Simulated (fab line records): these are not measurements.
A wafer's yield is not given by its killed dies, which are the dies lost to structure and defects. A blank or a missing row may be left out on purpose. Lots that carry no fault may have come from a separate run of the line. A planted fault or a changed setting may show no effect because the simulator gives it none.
The tool behind it: which one? || flow n5 finfet || 24 wafers from 8 lots sampled at 6 of the route's 1938 steps

WHAT THE GAUGES READ, wafer by wafer
The record holds no reading of a measuring or inspecting step that can be judged against a usual standard deviation.

TOOL THAT RAN EACH LOT (tool first, then ch and the chambers of the sampled wafers, then the start)
{"lot": "L148", "N5_BEOL_M12_DESCUM_15": "rie diel-06 ch 0,2,3, day 10 11:55", "N5_BEOL_M12_ETCH_59": "rie diel-06 ch 0,2,3, day 10 11:58", "N5_BEOL_M12_VIA_ETCH_16": "rie diel-06 ch 0,2,3, day 10 12:01", "N5_BEOL_M12_STRIP_63": "plasma asher-02 ch 0,1, day 10 12:13", "N5_BEOL_M12_STRIP_64": "plasma asher-02 ch 0,1, day 10 12:16", "N5_PASSIVATION_PROBE_49": "prober-01, day 12 07:40"}
{"lot": "L156", "N5_BEOL_M12_DESCUM_15": "rie diel-06 ch 0,2,3, day 13 09:58", "N5_BEOL_M12_ETCH_59": "rie diel-06 ch 0,2,3, day 13 10:00", "N5_BEOL_M12_VIA_ETCH_16": "rie diel-06 ch 0,2,3, day 13 10:03", "N5_BEOL_M12_STRIP_63": "plasma asher-02 ch 0,1, day 13 10:15", "N5_BEOL_M12_STRIP_64": "plasma asher-02 ch 0,1, day 13 10:19", "N5_PASSIVATION_PROBE_49": "prober-02, day 15 03:02"}
{"lot": "L164", "N5_BEOL_M12_DESCUM_15": "rie diel-06 ch 1,2, day 14 20:58", "N5_BEOL_M12_ETCH_59": "rie diel-06 ch 1,2, day 14 20:59", "N5_BEOL_M12_VIA_ETCH_16": "rie diel-06 ch 1,2, day 14 21:03", "N5_BEOL_M12_STRIP_63": "plasma asher-01 ch 1, day 14 21:15", "N5_BEOL_M12_STRIP_64": "plasma asher-01 ch 1, day 14 21:19", "N5_PASSIVATION_PROBE_49": "prober-01, day 16 11:33"}
{"lot": "L166", "N5_BEOL_M12_DESCUM_15": "rie diel-04 ch 0,1, day 15 15:45", "N5_BEOL_M12_ETCH_59": "rie diel-04 ch 0,1, day 15 15:47", "N5_BEOL_M12_VIA_ETCH_16": "rie diel-04 ch 0,1, day 15 15:50", "N5_BEOL_M12_STRIP_63": "plasma asher-01 ch 0,1, day 15 16:02", "N5_BEOL_M12_STRIP_64": "plasma asher-01 ch 0,1, day 15 16:05", "N5_PASSIVATION_PROBE_49": "prober-01, day 17 04:02"}
{"lot": "L167", "N5_BEOL_M12_DESCUM_15": "rie diel-04 ch 1,3, day 15 22:35", "N5_BEOL_M12_ETCH_59": "rie diel-04 ch 1,3, day 15 22:37", "N5_BEOL_M12_VIA_ETCH_16": "rie diel-04 ch 1,3, day 15 22:40", "N5_BEOL_M12_STRIP_63": "plasma asher-01 ch 0,1, day 15 22:52", "N5_BEOL_M12_STRIP_64": "plasma asher-01 ch 0,1, day 15 22:56", "N5_PASSIVATION_PROBE_49": "prober-01, day 17 14:50"}
{"lot": "L168", "N5_BEOL_M12_DESCUM_15": "rie diel-04 ch 0,1, day 16 04:11", "N5_BEOL_M12_ETCH_59": "rie diel-04 ch 0,1, day 16 04:13", "N5_BEOL_M12_VIA_ETCH_16": "rie diel-04 ch 0,1, day 16 04:16", "N5_BEOL_M12_STRIP_63": "plasma asher-01 ch 0,1, day 16 06:40", "N5_BEOL_M12_STRIP_64": "plasma asher-01 ch 0,1, day 16 06:44", "N5_PASSIVATION_PROBE_49": "prober-01, day 17 19:08"}
{"lot": "L169", "N5_BEOL_M12_DESCUM_15": "rie diel-04 ch 0,1,2, day 16 16:48", "N5_BEOL_M12_ETCH_59": "rie diel-04 ch 0,1,2, day 16 16:50", "N5_BEOL_M12_VIA_ETCH_16": "rie diel-04 ch 0,1,2, day 16 16:53", "N5_BEOL_M12_STRIP_63": "plasma asher-02 ch 0,1, day 16 17:05", "N5_BEOL_M12_STRIP_64": "plasma asher-02 ch 0,1, day 16 17:08", "N5_PASSIVATION_PROBE_49": "prober-01, day 17 23:31"}
{"lot": "L170", "N5_BEOL_M12_DESCUM_15": "rie diel-04 ch 2,3, day 16 19:13", "N5_BEOL_M12_ETCH_59": "rie diel-04 ch 2,3, day 16 19:15", "N5_BEOL_M12_VIA_ETCH_16": "rie diel-04 ch 2,3, day 16 19:18", "N5_BEOL_M12_STRIP_63": "plasma asher-02 ch 0,1, day 16 19:31", "N5_BEOL_M12_STRIP_64": "plasma asher-02 ch 0,1, day 16 19:35", "N5_PASSIVATION_PROBE_49": "prober-01, day 18 15:49"}
- N5_BEOL_M12_DESCUM_15: chemistry O2, time 7.9 s.
- N5_BEOL_M12_ETCH_59: etches BARC in N2/H2, target depth 89 nm, overetch 26.7 nm, time 67.9 s.
- N5_BEOL_M12_VIA_ETCH_16: etches SiOC in C4F8/O2/Ar, target depth 724.8 nm.
- N5_BEOL_M12_STRIP_63: strips in N2/H2.
- N5_BEOL_M12_STRIP_64: strips in N2/H2.
- N5_PASSIVATION_PROBE_49

AS READ BY THE TOOLS THEMSELVES (means over the sampled wafers that have a number; for cases with no such wafer, the mark the record gives instead)
N5_BEOL_M12_DESCUM_15. Usual: chamber pressure mTorr 20.001 mTorr, standard deviation 0.018; drypump motor current A 5.6 A, standard deviation 0.42; oes product au 0.81 a.u., standard deviation 0.073; rf vpp V 242.9 V, standard deviation 1.4; showerhead plenum p Torr 2.08 Torr, standard deviation 0.075; throttle valve pct 20.30 %, standard deviation 0.21.
{"lot": "L148", "tool": "rie diel-06", "chamber pressure mTorr (mTorr)": 20.002, "drypump motor current A (A)": 5.4, "oes product au (a.u.)": 0.80, "rf vpp V (V)": 243.4, "showerhead plenum p Torr (Torr)": 2.09, "throttle valve pct (%)": 20.23, "flag": ""}
{"lot": "L156", "tool": "rie diel-06", "chamber pressure mTorr (mTorr)": 19.992, "drypump motor current A (A)": 5.4, "oes product au (a.u.)": 0.78, "rf vpp V (V)": 242.5, "showerhead plenum p Torr (Torr)": 2.08, "throttle valve pct (%)": 20.25, "flag": ""}
{"lot": "L164", "tool": "rie diel-06", "chamber pressure mTorr (mTorr)": 19.997, "drypump motor current A (A)": 6.0, "oes product au (a.u.)": 0.80, "rf vpp V (V)": 244.6, "showerhead plenum p Torr (Torr)": 2.13, "throttle valve pct (%)": 20.26, "flag": ""}
{"lot": "L166", "tool": "rie diel-04", "chamber pressure mTorr (mTorr)": 19.985, "drypump motor current A (A)": 5.9, "oes product au (a.u.)": 0.82, "rf vpp V (V)": 242.5, "showerhead plenum p Torr (Torr)": 2.08, "throttle valve pct (%)": 20.33, "flag": ""}
{"lot": "L167", "tool": "rie diel-04", "chamber pressure mTorr (mTorr)": 20.013, "drypump motor current A (A)": 5.7, "oes product au (a.u.)": 0.82, "rf vpp V (V)": 243.6, "showerhead plenum p Torr (Torr)": 2.09, "throttle valve pct (%)": 20.47, "flag": ""}
{"lot": "L168", "tool": "rie diel-04", "chamber pressure mTorr (mTorr)": 19.995, "drypump motor current A (A)": 5.9, "oes product au (a.u.)": 0.77, "rf vpp V (V)": 242.3, "showerhead plenum p Torr (Torr)": 2.03, "throttle valve pct (%)": 20.26, "flag": ""}
{"lot": "L169", "tool": "rie diel-04", "chamber pressure mTorr (mTorr)": 19.998, "drypump motor current A (A)": 5.9, "oes product au (a.u.)": 0.83, "rf vpp V (V)": 242.1, "showerhead plenum p Torr (Torr)": 2.06, "throttle valve pct (%)": 20.25, "flag": ""}
{"lot": "L170", "tool": "rie diel-04", "chamber pressure mTorr (mTorr)": 19.998, "drypump motor current A (A)": 5.5, "oes product au (a.u.)": 0.83, "rf vpp V (V)": 241.1, "showerhead plenum p Torr (Torr)": 2.02, "throttle valve pct (%)": 20.43, "flag": ""}

N5_BEOL_M12_ETCH_59. Usual: chamber pressure mTorr 30.00 mTorr, standard deviation 0.033; drypump motor current A 5.7 A, standard deviation 0.43; oes product au 0.69 a.u., standard deviation 0.059; rf vpp V 523.6 V, standard deviation 2.5; showerhead plenum p Torr 2.53 Torr, standard deviation 0.088; throttle valve pct 17.81 %, standard deviation 0.14.
{"lot": "L148", "tool": "rie diel-06", "chamber pressure mTorr (mTorr)": 30.01, "drypump motor current A (A)": 5.3, "oes product au (a.u.)": 0.67, "rf vpp V (V)": 524.0, "showerhead plenum p Torr (Torr)": 2.55, "throttle valve pct (%)": 17.75, "flag": ""}
{"lot": "L156", "tool": "rie diel-06", "chamber pressure mTorr (mTorr)": 29.97, "drypump motor current A (A)": 5.3, "oes product au (a.u.)": 0.66, "rf vpp V (V)": 523.4, "showerhead plenum p Torr (Torr)": 2.54, "throttle valve pct (%)": 17.79, "flag": ""}
{"lot": "L164", "tool": "rie diel-06", "chamber pressure mTorr (mTorr)": 29.97, "drypump motor current A (A)": 6.0, "oes product au (a.u.)": 0.68, "rf vpp V (V)": 525.5, "showerhead plenum p Torr (Torr)": 2.60, "throttle valve pct (%)": 17.79, "flag": ""}
{"lot": "L166", "tool": "rie diel-04", "chamber pressure mTorr (mTorr)": 30.00, "drypump motor current A (A)": 5.9, "oes product au (a.u.)": 0.69, "rf vpp V (V)": 523.7, "showerhead plenum p Torr (Torr)": 2.54, "throttle valve pct (%)": 17.89, "flag": ""}
{"lot": "L167", "tool": "rie diel-04", "chamber pressure mTorr (mTorr)": 30.01, "drypump motor current A (A)": 5.6, "oes product au (a.u.)": 0.69, "rf vpp V (V)": 523.4, "showerhead plenum p Torr (Torr)": 2.55, "throttle valve pct (%)": 17.99, "flag": ""}
{"lot": "L168", "tool": "rie diel-04", "chamber pressure mTorr (mTorr)": 29.96, "drypump motor current A (A)": 5.9, "oes product au (a.u.)": 0.65, "rf vpp V (V)": 522.0, "showerhead plenum p Torr (Torr)": 2.49, "throttle valve pct (%)": 17.84, "flag": ""}
{"lot": "L169", "tool": "rie diel-04", "chamber pressure mTorr (mTorr)": 30.03, "drypump motor current A (A)": 5.9, "oes product au (a.u.)": 0.72, "rf vpp V (V)": 522.7, "showerhead plenum p Torr (Torr)": 2.51, "throttle valve pct (%)": 17.73, "flag": ""}
{"lot": "L170", "tool": "rie diel-04", "chamber pressure mTorr (mTorr)": 30.01, "drypump motor current A (A)": 5.5, "oes product au (a.u.)": 0.71, "rf vpp V (V)": 521.8, "showerhead plenum p Torr (Torr)": 2.45, "throttle valve pct (%)": 17.82, "flag": ""}

N5_BEOL_M12_VIA_ETCH_16. Usual: for chamber pressure mTorr, 30.001 mTorr with a standard deviation of 0.028; for drypump motor current A, 5.7 A with a standard deviation of 0.43; for he outer torr, 30.00 Torr with a standard deviation of 0.064; for oes product au, 0.74 a.u. with a standard deviation of 0.066; for rf vpp V, 665 V with a standard deviation of 3.2; for showerhead plenum p Torr, 3.39 Torr with a standard deviation of 0.1; for throttle valve pct, 24.08 % with a standard deviation of 0.21.
{"lot": "L148", "tool": "rie diel-06", "chamber pressure mTorr (mTorr)": 30.004, "drypump motor current A (A)": 5.3, "he outer torr (Torr)": 30.03, "oes product au (a.u.)": 0.72, "rf vpp V (V)": 667, "showerhead plenum p Torr (Torr)": 3.43, "throttle valve pct (%)": 24.07, "flag": ""}
{"lot": "L156", "tool": "rie diel-06", "chamber pressure mTorr (mTorr)": 30.010, "drypump motor current A (A)": 5.4, "he outer torr (Torr)": 29.99, "oes product au (a.u.)": 0.70, "rf vpp V (V)": 666, "showerhead plenum p Torr (Torr)": 3.42, "throttle valve pct (%)": 24.10, "flag": ""}
{"lot": "L164", "tool": "rie diel-06", "chamber pressure mTorr (mTorr)": 29.987, "drypump motor current A (A)": 6.0, "he outer torr (Torr)": 30.02, "oes product au (a.u.)": 0.71, "rf vpp V (V)": 668, "showerhead plenum p Torr (Torr)": 3.47, "throttle valve pct (%)": 24.06, "flag": ""}
{"lot": "L166", "tool": "rie diel-04", "chamber pressure mTorr (mTorr)": 30.001, "drypump motor current A (A)": 5.9, "he outer torr (Torr)": 30.02, "oes product au (a.u.)": 0.74, "rf vpp V (V)": 665, "showerhead plenum p Torr (Torr)": 3.42, "throttle valve pct (%)": 24.24, "flag": ""}
{"lot": "L167", "tool": "rie diel-04", "chamber pressure mTorr (mTorr)": 29.983, "drypump motor current A (A)": 5.7, "he outer torr (Torr)": 29.97, "oes product au (a.u.)": 0.75, "rf vpp V (V)": 665, "showerhead plenum p Torr (Torr)": 3.43, "throttle valve pct (%)": 24.33, "flag": ""}
{"lot": "L168", "tool": "rie diel-04", "chamber pressure mTorr (mTorr)": 30.007, "drypump motor current A (A)": 6.0, "he outer torr (Torr)": 30.02, "oes product au (a.u.)": 0.70, "rf vpp V (V)": 663, "showerhead plenum p Torr (Torr)": 3.35, "throttle valve pct (%)": 24.19, "flag": ""}
{"lot": "L169", "tool": "rie diel-04", "chamber pressure mTorr (mTorr)": 30.035, "drypump motor current A (A)": 6.0, "he outer torr (Torr)": 29.95, "oes product au (a.u.)": 0.76, "rf vpp V (V)": 664, "showerhead plenum p Torr (Torr)": 3.37, "throttle valve pct (%)": 24.03, "flag": ""}
{"lot": "L170", "tool": "rie diel-04", "chamber pressure mTorr (mTorr)": 29.997, "drypump motor current A (A)": 5.4, "he outer torr (Torr)": 30.01, "oes product au (a.u.)": 0.74, "rf vpp V (V)": 662, "showerhead plenum p Torr (Torr)": 3.31, "throttle valve pct (%)": 24.16, "flag": ""}

N5_BEOL_M12_STRIP_63. Usual: chamber pressure mTorr 1000.0 mTorr, standard deviation 0.8; drypump motor current A 5.5 A, standard deviation 0.34; heater power w 340 W, standard deviation 40; oes product au 0.692 a.u., standard deviation 0.0042; strip time to endpoint s 42.4 s, standard deviation 0.99.
{"lot": "L148", "tool": "plasma asher-02", "chamber pressure mTorr (mTorr)": 999.4, "drypump motor current A (A)": 5.5, "heater power w (W)": 301, "oes product au (a.u.)": 0.696, "strip time to endpoint s (s)": 42.7, "flag": ""}
{"lot": "L156", "tool": "plasma asher-02", "chamber pressure mTorr (mTorr)": 1000.1, "drypump motor current A (A)": 5.2, "heater power w (W)": 296, "oes product au (a.u.)": 0.694, "strip time to endpoint s (s)": 43.3, "flag": ""}
{"lot": "L164", "tool": "plasma asher-01", "chamber pressure mTorr (mTorr)": 1000.0, "drypump motor current A (A)": 5.4, "heater power w (W)": 366, "oes product au (a.u.)": 0.688, "strip time to endpoint s (s)": 38.9, "flag": "OFF"}
{"lot": "L166", "tool": "plasma asher-01", "chamber pressure mTorr (mTorr)": 1000.3, "drypump motor current A (A)": 5.6, "heater power w (W)": 384, "oes product au (a.u.)": 0.694, "strip time to endpoint s (s)": 42.3, "flag": ""}
{"lot": "L167", "tool": "plasma asher-01", "chamber pressure mTorr (mTorr)": 1000.4, "drypump motor current A (A)": 5.5, "heater power w (W)": 368, "oes product au (a.u.)": 0.695, "strip time to endpoint s (s)": 42.4, "flag": ""}
{"lot": "L168", "tool": "plasma asher-01", "chamber pressure mTorr (mTorr)": 999.6, "drypump motor current A (A)": 5.6, "heater power w (W)": 371, "oes product au (a.u.)": 0.691, "strip time to endpoint s (s)": 42.8, "flag": ""}
{"lot": "L169", "tool": "plasma asher-02", "chamber pressure mTorr (mTorr)": 1000.8, "drypump motor current A (A)": 5.2, "heater power w (W)": 296, "oes product au (a.u.)": 0.693, "strip time to endpoint s (s)": 43.9, "flag": ""}
{"lot": "L170", "tool": "plasma asher-02", "chamber pressure mTorr (mTorr)": 999.8, "drypump motor current A (A)": 5.5, "heater power w (W)": 302, "oes product au (a.u.)": 0.692, "strip time to endpoint s (s)": 42.2, "flag": ""}

N5_BEOL_M12_STRIP_64. Usual: drypump motor current A 5.5 A, standard deviation 0.33; heater power w 340 W, standard deviation 40; oes product au 0.715 a.u., standard deviation 0.005; strip time to endpoint s 31.35 s, standard deviation 0.096.
{"lot": "L148", "tool": "plasma asher-02", "drypump motor current A (A)": 5.5, "heater power w (W)": 299, "oes product au (a.u.)": 0.714, "strip time to endpoint s (s)": 31.17, "flag": ""}
{"lot": "L156", "tool": "plasma asher-02", "drypump motor current A (A)": 5.2, "heater power w (W)": 299, "oes product au (a.u.)": 0.712, "strip time to endpoint s (s)": 31.50, "flag": ""}
{"lot": "L164", "tool": "plasma asher-01", "drypump motor current A (A)": 5.4, "heater power w (W)": 355, "oes product au (a.u.)": 0.719, "strip time to endpoint s (s)": 31.26, "flag": ""}
{"lot": "L166", "tool": "plasma asher-01", "drypump motor current A (A)": 5.5, "heater power w (W)": 379, "oes product au (a.u.)": 0.719, "strip time to endpoint s (s)": 31.30, "flag": ""}
{"lot": "L167", "tool": "plasma asher-01", "drypump motor current A (A)": 5.5, "heater power w (W)": 369, "oes product au (a.u.)": 0.716, "strip time to endpoint s (s)": 31.36, "flag": ""}
{"lot": "L168", "tool": "plasma asher-01", "drypump motor current A (A)": 5.5, "heater power w (W)": 374, "oes product au (a.u.)": 0.714, "strip time to endpoint s (s)": 31.34, "flag": ""}
{"lot": "L169", "tool": "plasma asher-02", "drypump motor current A (A)": 5.2, "heater power w (W)": 296, "oes product au (a.u.)": 0.709, "strip time to endpoint s (s)": 31.46, "flag": ""}
{"lot": "L170", "tool": "plasma asher-02", "drypump motor current A (A)": 5.5, "heater power w (W)": 301, "oes product au (a.u.)": 0.710, "strip time to endpoint s (s)": 31.37, "flag": ""}

N5_PASSIVATION_PROBE_49. Usual: defect limited yield 91.1 %, standard deviation 1.4; killed_at_M0_to_M3 34, standard deviation 9.7; killed_at_M4_up 13, standard deviation 5.1; killed at contacts 14, standard deviation 6.3; killed at front end 40, standard deviation 11; killed at other 3.5, standard deviation 2.7; killed dies 105, standard deviation 16; killed open 70, standard deviation 12; killed short 34, standard deviation 7.8; sort_bin_4_leakage 0.02 %, standard deviation 0.13; sort_bin_5_function 5.2 %, standard deviation 0.88; sort_bin_6_memory 3.3 %, standard deviation 0.7; sort n pass 1074, standard deviation 17; sort yield pct 91.0 %, standard deviation 1.5.
{"lot": "L148", "tool": "prober-01", "defect limited yield (%)": 92.1, "killed_at_M0_to_M3": 38, "killed_at_M4_up": 12, "killed at contacts": 11, "killed at front end": 28, "killed at other": 4.0, "killed dies": 93, "killed open": 66, "killed short": 26, "sort_bin_4_leakage (%)": 0.03, "sort_bin_5_function (%)": 4.6, "sort_bin_6_memory (%)": 3.1, "sort n pass": 1087, "sort yield pct (%)": 92.1, "flag": ""}
{"lot": "L156", "tool": "prober-02", "defect limited yield (%)": 92.5, "killed_at_M0_to_M3": 26, "killed_at_M4_up": 12, "killed at contacts": 8, "killed at front end": 40, "killed at other": 3.3, "killed dies": 89, "killed open": 53, "killed short": 32, "sort_bin_4_leakage (%)": 0.00, "sort_bin_5_function (%)": 4.3, "sort_bin_6_memory (%)": 2.6, "sort n pass": 1091, "sort yield pct (%)": 92.5, "flag": ""}
{"lot": "L164", "tool": "prober-01", "defect limited yield (%)": 92.0, "killed_at_M0_to_M3": 28, "killed_at_M4_up": 13, "killed at contacts": 8, "killed at front end": 43, "killed at other": 2.3, "killed dies": 95, "killed open": 65, "killed short": 30, "sort_bin_4_leakage (%)": 0.00, "sort_bin_5_function (%)": 4.8, "sort_bin_6_memory (%)": 2.9, "sort n pass": 1085, "sort yield pct (%)": 92.0, "flag": ""}
{"lot": "L166", "tool": "prober-01", "defect limited yield (%)": 91.8, "killed_at_M0_to_M3": 29, "killed_at_M4_up": 10, "killed at contacts": 17, "killed at front end": 37, "killed at other": 5.0, "killed dies": 97, "killed open": 58, "killed short": 38, "sort_bin_4_leakage (%)": 0.00, "sort_bin_5_function (%)": 4.6, "sort_bin_6_memory (%)": 3.2, "sort n pass": 1083, "sort yield pct (%)": 91.8, "flag": ""}
{"lot": "L167", "tool": "prober-01", "defect limited yield (%)": 91.9, "killed_at_M0_to_M3": 38, "killed_at_M4_up": 9, "killed at contacts": 14, "killed at front end": 27, "killed at other": 8.0, "killed dies": 96, "killed open": 62, "killed short": 31, "sort_bin_4_leakage (%)": 0.00, "sort_bin_5_function (%)": 5.1, "sort_bin_6_memory (%)": 2.8, "sort n pass": 1084, "sort yield pct (%)": 91.9, "flag": ""}
{"lot": "L168", "tool": "prober-01", "defect limited yield (%)": 91.4, "killed_at_M0_to_M3": 29, "killed_at_M4_up": 15, "killed at contacts": 4, "killed at front end": 51, "killed at other": 1.3, "killed dies": 101, "killed open": 63, "killed short": 37, "sort_bin_4_leakage (%)": 0.00, "sort_bin_5_function (%)": 4.8, "sort_bin_6_memory (%)": 3.2, "sort n pass": 1079, "sort yield pct (%)": 91.4, "flag": ""}
{"lot": "L169", "tool": "prober-01", "defect limited yield (%)": 92.0, "killed_at_M0_to_M3": 31, "killed_at_M4_up": 10, "killed at contacts": 9, "killed at front end": 44, "killed at other": 2.0, "killed dies": 95, "killed open": 64, "killed short": 30, "sort_bin_4_leakage (%)": 0.00, "sort_bin_5_function (%)": 5.0, "sort_bin_6_memory (%)": 2.7, "sort n pass": 1085, "sort yield pct (%)": 92.0, "flag": ""}
{"lot": "L170", "tool": "prober-01", "defect limited yield (%)": 89.2, "killed_at_M0_to_M3": 32, "killed_at_M4_up": 20, "killed at contacts": 13, "killed at front end": 58, "killed at other": 3.3, "killed dies": 127, "killed open": 89, "killed short": 38, "sort_bin_4_leakage (%)": 0.00, "sort_bin_5_function (%)": 6.9, "sort_bin_6_memory (%)": 3.7, "sort n pass": 1053, "sort yield pct (%)": 89.2, "flag": ""}

THE ANSWER, worked out from the rows above alone
Rule: take the mean of a lot's wafers that have a number; if it is more than 3 standard deviations from the usual mean, the lot is off. Also off: a lot with no number at a reading for which 4 or more lots have one. The other lots that the step has rows for count as sound. After the gauges, taken in route order, come the tools' own readings; for these a lot's mean is taken, as printed above. At the first step where some lot is off, the reading lying furthest off is the one used; lots without a number count as furthest.
Off: L164 (N5_BEOL_M12_STRIP_63, strip time to endpoint s).
If a tool, at that step or one of the process steps before it, ran each lot that is off and ran no sound lot following the first of them, it fits. One candidate fits, namely rie diel-06 at N5_BEOL_M12_DESCUM_15 and N5_BEOL_M12_ETCH_59 and N5_BEOL_M12_VIA_ETCH_16. At N5_BEOL_M12_DESCUM_15 its last sound lot is L156 (day 13 09:58), its first lot that is off L164 (day 14 20:58): a fault that began between those two fits.

WHAT WAS PUT IN BY THE SIMULATOR
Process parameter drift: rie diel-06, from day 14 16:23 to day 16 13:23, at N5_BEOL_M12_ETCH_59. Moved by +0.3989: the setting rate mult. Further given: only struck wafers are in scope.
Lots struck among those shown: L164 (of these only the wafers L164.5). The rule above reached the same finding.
